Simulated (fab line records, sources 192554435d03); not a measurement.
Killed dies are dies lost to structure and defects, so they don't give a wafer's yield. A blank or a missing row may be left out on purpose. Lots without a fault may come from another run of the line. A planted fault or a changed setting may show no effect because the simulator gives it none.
fab line records | flow n5_finfet | part 1 of 2: steps 1 to 4 of 6
record lots=22 wafers=66 last_day=19
route steps=1938 shown BEOL_M7@1316 BEOL_M8@1369 BEOL_M9@1404
lots that met no fault: from a run of the same line without faults
start_h: hours from the record's first day to the start of the lot's first wafer shown | wait_h: hours since the lot's step before | " the same as in the row above | L1.1+2: a row that stands for several wafers | - no value, or no start given | * or withheld: withheld | < > ~ a bound
route shown NAME@n: a module of which the file shows steps, and the number in the route of the first | usual: mean/standard deviation of fault-free wafers | same: alike in all rows | chamber/n: place in a boat | sites: the reading at each site | _std_site: their standard deviation | _edge_site: outer sites' mean less inner sites' | radius_mm: how far each site lies from the wafer's centre | mask NAME#n: copy n | behind: the tool/chamber that last shaped the wafer | hold: why the lot was held/for how many hours/how that ended | device: the transistor (n, p or np) that didn't switch | end of line: the same wafers' tests at the end of the route | a step without rows: its recipe alone | killed: dies lost to structure and defects at the first sort, not the wafer's yield | map: a wafer's dies, x killed, . not, _ none there
set.NAME: the setting as run; set.NAME@STEP: as run at that earlier step | model.NAME: the simulator's own value behind a step, which no gauge read
steps of the route over a sample of lots; a table a step, a row a wafer
services: from which hour (start_h, from the record's first day; less than 0 if before it) a tool's chamber was out of use, for how many hours, and why
## steps
# step N5_BEOL_M7_CD_MEAS_35
# recipe target_cd_nm=40 polarity=opening
# usual cd_nm=40.2/0.64
# columns lot.wafer tool chamber start_h wait_h cd_nm
L074.2 cd_sem-02 - 214.33 0.0 40.1
L074.4 " - " " 40.2
L074.5 " - " " 39.0
L075.1 cd_sem-01 - 218.81 0.0 40.2
L075.3 " - " " 39.6
L075.5 " - " " 40.5
L076.1 cd_sem-02 - 221.20 0.0 40.2
L076.2 " - " " 41.4
L076.6 " - " " 40.7
L078.1 cd_sem-02 - 221.36 0.0 39.9
L078.2 " - " " 40.6
L078.6 " - " " 40.7
L081.2 cd_sem-03 - 234.43 0.0 39.3
L081.3 " - " " 40.2
L081.5 " - " " 39.1
L080.1 cd_sem-01 - 239.97 0.0 40.2
L080.2 " - " " 40.4
L080.6 " - " " 40.2
L079.3 cd_sem-01 - 241.80 0.0 39.2
L079.4 " - " " 39.6
L079.6 " - " " 38.9
L083.1 cd_sem-01 - 244.34 0.0 39.6
L083.2 " - " " 40.4
L083.3 " - " " 40.7
L082.2 cd_sem-02 - 244.36 0.0 40.3
L082.5 " - " " 40.4
L082.6 " - " " 39.4
L084.1 cd_sem-03 - 262.72 0.0 40.6
L084.3 " - " " 40.7
L084.6 " - " " 40.3
L085.1 cd_sem-03 - 267.15 0.0 41.4
L085.2 " - " " 40.0
L085.6 " - " " 39.8
L086.4 cd_sem-01 - 274.77 0.0 40.9
L086.5 " - " " 40.7
L086.6 " - " " 39.1
L088.2 cd_sem-03 - 280.28 0.0 39.6
L088.3 " - " " 40.1
L088.6 " - " " 38.8
L089.3 cd_sem-03 - 294.92 0.0 41.3
L089.4 " - " " 39.4
L089.6 " - " " 40.2
L087.1 cd_sem-01 - 295.32 0.0 40.7
L087.3 " - " " 41.1
L087.5 " - " " 40.5
L092.1 cd_sem-02 - 295.49 0.0 40.0
L092.4 " - " " 39.6
L092.5 " - " " 39.8
L091.1 cd_sem-03 - 302.46 0.0 40.6
L091.3 " - " " 40.8
L091.4 " - " " 41.5
L090.1 cd_sem-03 - 302.61 0.0 40.1
L090.4 " - " " 41.4
L090.6 " - " " 41.1
L094.2 cd_sem-02 - 309.00 0.0 39.7
L094.5 " - " " 40.0
L094.6 " - " " 40.6
L093.1 cd_sem-02 - 309.26 0.0 40.8
L093.4 " - " " 41.2
L093.5 " - " " 39.8
L097.1 cd_sem-02 - 348.19 0.0 40.5
L097.2 " - " " 41.1
L097.5 " - " " 41.1
L096.4 cd_sem-02 - 366.44 0.0 40.0
L096.5 " - " " 39.8
L096.6 " - " " 40.0
# step N5_BEOL_M8_ETCH_72
# recipe chemistry=N2/H2 target=underlayer target_depth_a=65 mask_material=CAR-EUV time_s=5.2 ion_energy_ev=200 pressure_mtorr=30 source_w=840 bias_w=150 n2_flow_sccm=200 h2_flow_sccm=200 ends=cleared
# usual chamber_pressure_mTorr=30.00/0.038 drypump_motor_current_A=5.9/0.41 etch_rf_on_time_s=5.26/0.2 n2_flow_sccm=200.1/0.6 oes_product_au=0.66/0.073 rf_vpp_V=523.9/2.3 showerhead_plenum_p_Torr=2.54/0.075 throttle_valve_pct=17.86/0.17
# columns lot.wafer tool chamber start_h wait_h chamber_pressure_mTorr drypump_motor_current_A etch_rf_on_time_s n2_flow_sccm oes_product_au rf_hours_counter_h rf_vpp_V showerhead_plenum_p_Torr throttle_valve_pct
L074.2 rie_diel-06 0 220.65 0.0 30.04 5.7 5.11 200.1 0.67 133 528.5 2.64 17.68
L074.4 " 2 " " 29.97 5.4 5.46 200.2 0.60 - 523.7 2.53 17.85
L074.5 " 0 " " 29.92 5.7 5.15 199.5 0.67 - 527.4 2.64 17.67
L075.1 rie_diel-01 3 225.06 0.0 29.92 6.2 4.89 201.1 0.61 241 523.9 2.50 18.25
L075.3 " 0 " " 29.99 6.5 5.59 199.8 0.64 157 527.2 2.64 17.98
L075.5 " 2 " " 30.04 6.3 5.19 199.0 0.75 - 525.1 2.59 17.89
L076.1 rie_diel-03 3 227.84 0.0 30.03 6.3 5.35 201.2 0.70 92 521.0 2.46 17.45
L076.2 " 2 " " 30.00 5.4 5.34 200.2 0.59 197 521.9 2.54 17.86
L076.6 " 0 " " 29.98 6.1 5.10 200.1 0.60 - 525.5 2.49 17.97
L078.1 rie_diel-06 2 231.09 0.0 30.06 5.4 5.55 200.3 0.60 210 523.7 2.53 17.86
L078.2 " 3 " " 30.00 5.3 5.49 201.2 0.68 54 522.7 2.57 17.75
L078.6 " 2 " " 29.98 5.4 5.52 200.9 0.61 - 522.0 2.53 17.85
L081.2 rie_diel-06 1 241.59 0.0 29.98 6.5 5.07 200.7 0.84 0 524.9 2.61 17.84
L081.3 " 0 " " 30.03 5.7 5.14 200.7 0.66 143 526.3 2.64 17.72
L081.5 " 0 " " 30.01 5.7 5.12 200.7 0.65 - 527.4 2.64 17.67
L080.1 rie_diel-06 0 246.79 0.0 30.06 5.7 5.24 199.5 0.65 145 524.9 2.63 17.72
L080.2 " 2 " " 30.01 5.4 5.54 200.2 0.59 217 524.2 2.52 17.86
L080.6 " 0 " " 29.93 5.7 5.25 199.3 0.64 - 525.3 2.63 17.68
L079.3 rie_diel-01 2 248.55 0.0 29.99 6.3 5.17 200.7 0.74 53 525.1 2.58 17.91
L079.4 " 0 " " 30.03 6.5 5.48 199.7 0.63 164 527.1 2.63 17.99
L079.6 " 1 " " 30.01 5.9 5.22 199.2 0.58 - 520.5 2.39 17.68
L083.1 rie_diel-03 0 252.01 0.0 29.96 6.1 5.06 199.8 0.60 197 522.6 2.49 18.02
L083.2 " 1 " " 30.03 5.5 5.21 199.9 0.67 97 522.9 2.58 18.03
L083.3 " 2 " " 30.03 5.4 5.42 200.2 0.58 205 524.3 2.54 17.86
L082.2 rie_diel-06 0 252.36 0.0 30.00 5.8 5.21 200.3 0.65 147 526.9 2.63 17.72
L082.5 " 1 " " 30.01 6.5 5.17 200.0 0.82 - 526.3 2.61 17.84
L082.6 " 2 " " 29.98 5.4 5.55 200.1 0.60 - 524.3 2.52 17.86
L084.1 rie_diel-03 3 268.85 0.0 29.98 6.3 5.19 199.3 0.68 108 521.0 2.45 17.47
L084.3 " 1 " " 29.93 5.5 5.18 200.7 0.68 104 525.1 2.57 18.02
L084.6 " 3 " " 30.05 6.3 5.26 199.3 0.68 - 521.8 2.45 17.46
L085.1 rie_diel-01 0 273.07 0.0 30.06 6.5 5.60 199.5 0.61 176 524.4 2.63 18.01
L085.2 " 2 " " 30.02 6.2 5.21 199.8 0.72 65 524.0 2.58 17.89
L085.6 " 0 " " 30.10 6.5 5.58 200.6 0.61 - 525.8 2.63 18.03
L086.4 rie_diel-03 1 284.41 0.0 30.04 5.5 5.28 200.6 0.66 108 523.9 2.57 18.07
L086.5 " 1 " " 29.95 5.5 5.28 200.0 0.67 - 522.8 2.57 18.05
L086.6 " 0 " " 29.98 6.1 5.07 200.9 0.60 - 522.6 2.48 17.99
L088.2 rie_diel-01 2 287.67 0.0 29.94 6.2 5.22 200.3 0.72 71 526.6 2.58 17.94
L088.3 " 3 " " 29.97 6.2 4.81 199.7 0.86 4 522.4 2.50 17.80
L088.6 " 1 " " 30.04 6.0 5.33 200.4 0.58 - 519.4 2.39 17.71
L089.3 rie_diel-03 3 305.13 0.0 30.05 6.3 5.22 200.3 0.68 120 522.2 2.45 17.49
L089.4 " 0 " " 29.95 6.1 5.07 199.3 0.59 216 522.8 2.48 18.04
L089.6 " 3 " " 29.95 6.3 5.26 200.1 0.67 - 519.6 2.44 17.49
L092.1 rie_diel-03 3 305.63 0.0 30.04 6.3 5.27 199.8 0.67 120 520.5 2.45 17.49
L092.4 " 2 " " 29.97 5.4 5.40 201.1 0.58 223 520.5 2.53 17.90
L092.5 " 1 " " 30.02 5.4 5.36 199.9 0.66 - 522.2 2.57 18.09
L087.1 rie_diel-01 3 305.65 0.0 30.04 6.1 4.78 199.2 0.83 10 523.2 2.50 17.82
L087.3 " 1 " " 29.98 5.9 5.22 199.6 0.58 217 521.8 2.38 17.72
L087.5 " 1 " " 30.09 6.0 5.31 199.5 0.58 - 521.3 2.38 17.70
L091.1 rie_diel-06 1 314.08 0.0 29.99 6.5 5.11 199.2 0.77 25 525.4 2.60 17.86
L091.3 " 0 " " 30.08 5.7 5.18 199.9 0.64 168 526.3 2.62 17.73
L091.4 " 2 " " 30.00 5.3 5.42 199.7 0.58 - 522.1 2.51 17.90
L090.1 rie_diel-01 0 314.48 0.0 29.94 6.4 5.61 200.0 0.61 191 526.7 2.62 18.09
L090.4 " 1 " " 29.99 5.9 5.36 200.7 0.58 220 521.5 2.38 17.74
L090.6 " 3 " " 30.04 6.1 4.81 200.1 0.81 - 523.6 2.49 17.82
L094.2 rie_diel-03 3 314.91 0.0 30.01 6.3 5.25 200.6 0.67 123 522.5 2.44 17.47
L094.5 " 1 " " 30.03 5.5 5.26 200.1 0.65 - 523.5 2.57 18.06
L094.6 " 2 " " 30.01 5.4 5.39 199.7 0.58 - 522.1 2.53 17.87
L093.1 rie_diel-01 0 315.90 0.0 29.98 6.5 5.54 198.9 0.60 191 528.7 2.62 18.06
L093.4 " 3 " " 30.02 6.1 4.74 199.9 0.83 14 522.3 2.49 17.82
L093.5 " 0 " " 30.07 6.5 5.54 199.8 0.61 - 527.1 2.62 18.06
L097.1 rie_diel-03 2 354.19 0.0 30.05 5.4 5.42 199.3 0.57 238 521.3 2.53 17.91
L097.2 " 0 " " 29.96 6.1 5.11 200.0 0.58 234 520.6 2.47 18.08
L097.5 " 2 " " 29.97 5.4 5.42 199.3 0.57 - 523.8 2.53 17.91
L096.4 rie_diel-01 2 375.01 0.0 29.96 6.2 5.20 200.5 0.69 105 522.6 2.56 17.99
L096.5 " 2 " " 29.99 6.2 5.16 200.7 0.69 - 526.6 2.56 17.96
L096.6 " 3 " " 30.03 6.2 4.75 200.0 0.78 - 525.0 2.49 17.86
# step N5_BEOL_M8_INSPECT_58
# recipe inspect_instrument=darkfield mode=post_dep
# usual raw_defect_count=73/23
# columns lot.wafer tool chamber start_h wait_h raw_defect_count
L074.2 defect_inspect-01 - 223.97 0.0 99
L074.4 " - " " 50
L074.5 " - " " 98
L075.1 defect_inspect-02 - 228.73 0.0 58
L075.3 " - " " 65
L075.5 " - " " 100
L076.1 defect_inspect-02 - 232.68 0.0 147
L076.2 " - " " 102
L076.6 " - " " 85
L078.1 defect_inspect-02 - 235.87 0.0 72
L078.2 " - " " 58
L078.6 " - " " 45
L081.2 defect_inspect-02 - 245.23 0.0 78
L081.3 " - " " 51
L081.5 " - " " 66
L080.1 defect_inspect-01 - 250.36 0.0 71
L080.2 " - " " 72
L080.6 " - " " 77
L079.3 defect_inspect-01 - 253.11 0.0 75
L079.4 " - " " 115
L079.6 " - " " 77
L083.1 defect_inspect-02 - 254.63 0.0 120
L083.2 " - " " 51
L083.3 " - " " 105
L082.2 defect_inspect-02 - 256.66 0.0 66
L082.5 " - " " 64
L082.6 " - " " 47
L084.1 defect_inspect-02 - 272.85 0.0 98
L084.3 " - " " 84
L084.6 " - " " 92
L085.1 defect_inspect-01 - 276.08 0.0 110
L085.2 " - " " 84
L085.6 " - " " 72
L086.4 defect_inspect-01 - 287.24 0.0 112
L086.5 " - " " 60
L086.6 " - " " 74
L088.2 defect_inspect-01 - 291.03 0.0 55
L088.3 " - " " 48
L088.6 " - " " 58
L089.3 defect_inspect-02 - 308.22 0.0 60
L089.4 " - " " 117
L089.6 " - " " 62
L092.1 defect_inspect-01 - 308.49 0.0 76
L092.4 " - " " 69
L092.5 " - " " 63
L087.1 defect_inspect-02 - 308.94 0.0 80
L087.3 " - " " 66
L087.5 " - " " 56
L091.1 defect_inspect-01 - 317.20 0.0 69
L091.3 " - " " 66
L091.4 " - " " 30
L090.1 defect_inspect-01 - 317.41 0.0 69
L090.4 " - " " 58
L090.6 " - " " 57
L094.2 defect_inspect-02 - 318.06 0.0 60
L094.5 " - " " 39
L094.6 " - " " 53
L093.1 defect_inspect-01 - 320.54 0.0 51
L093.4 " - " " 48
L093.5 " - " " 104
L097.1 defect_inspect-01 - 358.87 0.0 67
L097.2 " - " " 74
L097.5 " - " " 109
L096.4 defect_inspect-01 - 377.68 0.0 113
L096.5 " - " " 49
L096.6 " - " " 61
# step N5_BEOL_M9_PECVD_70
# recipe material=SiO2 target_thk_a=200 temp_c=400 precursor=TEOS/O2 pressure_torr=5.5 rf_w=450 teos_flow_sccm=53.8 gas=O2 flow_sccm=3000 time_s=22.7
# usual heater_power_w=738/100 showerhead_plenum_p_Torr=8.83/0.045 throttle_valve_pct=22.2/1.4
# columns lot.wafer tool chamber start_h wait_h heater_power_w showerhead_plenum_p_Torr throttle_valve_pct
L074.2 pecvd-02 1 225.11 0.0 637 8.73 22.2
L074.4 " 1 " " 660 8.73 22.0
L074.5 " 2 " " 805 8.83 20.2
L075.1 pecvd-02 0 229.43 0.0 687 8.84 22.1
L075.3 " 2 " " 707 8.86 20.4
L075.5 " 2 " " 697 8.85 20.5
L076.1 pecvd-03 1 233.38 0.0 921 8.84 22.6
L076.2 " 2 " " 604 8.81 19.4
L076.6 " 1 " " 925 8.85 22.6
L078.1 pecvd-03 0 236.53 0.0 908 8.85 21.5
L078.2 " 1 " " 803 8.82 22.3
L078.6 " 1 " " 778 8.83 22.3
L081.2 pecvd-04 2 245.92 0.0 737 8.79 22.3
L081.3 " 2 " " 731 8.80 22.3
L081.5 " 2 " " 755 8.77 22.2
L080.1 pecvd-04 2 251.06 0.0 749 8.79 22.2
L080.2 " 0 " " 627 8.89 23.3
L080.6 " 0 " " 619 8.90 23.3
L079.3 pecvd-04 0 253.78 0.0 721 8.88 23.1
L079.4 " 0 " " 708 8.88 23.4
L079.6 " 1 " " 724 8.83 25.0
L083.1 pecvd-02 0 255.30 0.0 697 8.85 22.1
L083.2 " 1 " " 655 8.74 22.2
L083.3 " 2 " " 800 8.84 20.6
L082.2 pecvd-03 1 257.33 0.0 846 8.82 22.2
L082.5 " 2 " " 612 8.80 19.2
L082.6 " 1 " " 844 8.85 22.6
L084.1 pecvd-03 1 273.51 0.0 941 8.85 22.5
L084.3 " 0 " " 975 8.88 21.8
L084.6 " 0 " " 1014 8.85 21.9
L085.1 pecvd-04 1 276.75 0.0 708 8.85 24.9
L085.2 " 2 " " 783 8.75 22.3
L085.6 " 0 " " 603 8.90 23.3
L086.4 pecvd-04 0 287.92 0.1 619 8.88 23.4
L086.5 " 2 " " 789 8.79 22.5
L086.6 " 1 " " 728 8.87 25.0
L088.2 pecvd-02 2 291.70 0.0 770 8.84 20.4
L088.3 " 1 " " 557 8.75 22.2
L088.6 " 0 " " 750 8.86 22.0
L089.3 pecvd-04 0 308.88 0.0 738 8.89 23.3
L089.4 " 2 " " 845 8.81 22.2
L089.6 " 1 " " 689 8.86 25.0
L092.1 pecvd-04 2 309.15 0.0 853 8.78 22.3
L092.4 " 2 " " 828 8.81 22.1
L092.5 " 0 " " 718 8.88 23.4
L087.1 pecvd-04 0 309.60 0.0 741 8.88 23.6
L087.3 " 1 " " 749 8.85 24.8
L087.5 " 0 " " 745 8.89 23.5
L091.1 pecvd-02 0 317.89 0.0 714 8.85 22.1
L091.3 " 1 " " 563 8.75 22.3
L091.4 " 0 " " 728 8.86 22.2
L090.1 pecvd-02 1 318.10 0.0 627 8.75 22.3
L090.4 " 0 " " 660 8.86 21.9
L090.6 " 0 " " 662 8.84 22.1
L094.2 pecvd-03 0 318.73 0.0 815 8.86 21.9
L094.5 " 0 " " 824 8.87 21.8
L094.6 " 2 " " 706 8.80 19.3
L093.1 pecvd-02 0 321.21 0.0 698 8.87 21.9
L093.4 " 0 " " 720 8.86 21.8
L093.5 " 0 " " 704 8.88 21.9
L097.1 pecvd-03 1 359.73 0.0 812 8.84 22.3
L097.2 " 2 " " 747 8.80 19.6
L097.5 " 1 " " 800 8.83 22.2
L096.4 pecvd-03 2 378.37 0.1 659 8.82 19.4
L096.5 " 1 " " 889 8.81 22.2
L096.6 " 0 " " 949 8.87 21.6
